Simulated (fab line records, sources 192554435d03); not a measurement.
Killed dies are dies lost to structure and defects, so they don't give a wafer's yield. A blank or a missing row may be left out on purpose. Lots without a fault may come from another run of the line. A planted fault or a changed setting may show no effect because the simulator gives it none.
One fault seen from 2 desks | flow n5_finfet | each desk has only its own numbers; what lay behind them comes last

THE METROLOGY DESK
What the gauges read, lot by lot, whatever tool the lot ran on: means of the sampled wafers that have a number. A lot is out of limits, marked OUT, if its mean lies more than 4 standard deviations from the usual mean; the brackets give that distance. Of its 12 readings 7 are shown: those that lie furthest out on some lot.
Columns: A = DIBL_N at N5_BEOL_M4_RC_MEAS_101, usual 35.9 mV/V; B = IOFF_N at N5_BEOL_M4_RC_MEAS_101, usual 0.16 nA/um; C = ION_N at N5_BEOL_M4_RC_MEAS_101, usual 676 uA/um; D = REXT_N at N5_BEOL_M4_RC_MEAS_101, usual 75.2 ohm.um; E = REXT_P at N5_BEOL_M4_RC_MEAS_101, usual 100.7 ohm.um; F = SS_P at N5_BEOL_M4_RC_MEAS_101, usual 73.2 mV/dec; G = VT_P at N5_BEOL_M4_RC_MEAS_101, usual -250 mV
lot  | first seen here | A    | B    | C   | D    | E     | F    | G
L200 | day 8 04:23     | 35.9 | 0.15 | 680 | 75.3 | 100.5 | 72.9 | -246
L202 | day 8 14:21     | 35.1 | 0.14 | 669 | 77.4 | 102.3 | 72.4 | -252
L203 | day 8 21:01     | 32.1 | 0.11 | 658 | 75.7 | 104.8 | 71.9 | -251
L204 | day 9 03:10     | 35.9 | 0.16 | 677 | 76.2 | 101.7 | 73.6 | -245
L207 | day 9 22:11     | 35.6 | 0.15 | 676 | 76.6 | 100.4 | 73.0 | -248
L205 | day 9 22:53     | 35.3 | 0.14 | 667 | 75.9 | 97.7  | 73.6 | -256
L213 | day 11 12:02    | 35.6 | 0.17 | 678 | 70.4 | 99.3  | 73.0 | -250
L214 | day 11 17:13    | 36.8 | 0.21 | 690 | 74.8 | 96.4  | 73.8 | -243
L216 | day 12 02:34    | 38.2 | 0.21 | 687 | 73.3 | 96.5  | 73.3 | -246
L219 | day 13 02:40    | 38.0 | 0.20 | 681 | 73.7 | 97.8  | 73.7 | -246
L222 | day 13 20:48    | 36.7 | 0.16 | 684 | 71.5 | 102.6 | 73.4 | -248
This desk's finding: nothing out of limits on any of the 11 lots.

THE TOOL OWNER'S DESK: ald_sin-04
The tool's own readings at N5_SPACER0_ALD_07 (deposits SiNx, target thk 2 nm): means of the sampled wafers that have a number, for each lot that ran on this tool. A lot is out of limits, marked OUT, if its mean lies more than 4 standard deviations from the usual mean; the brackets give that distance.
Columns: A = heater_power_w at N5_SPACER0_ALD_07, usual 835 W
lot  | first seen here | A
L200 | day 2 23:33     | 818
L204 | day 4 00:45     | 832
L207 | day 4 17:53     | 863
L213 | day 6 10:05     | 762
L214 | day 6 14:17     | 789
L216 | day 7 01:11     | 897
This desk's finding: nothing out of limits on any of the 6 lots.

PUT TOGETHER
The metrology desk saw nothing out of limits.
The tool owner's desk saw nothing out of limits.

WHAT THE SIMULATOR HAD PUT IN
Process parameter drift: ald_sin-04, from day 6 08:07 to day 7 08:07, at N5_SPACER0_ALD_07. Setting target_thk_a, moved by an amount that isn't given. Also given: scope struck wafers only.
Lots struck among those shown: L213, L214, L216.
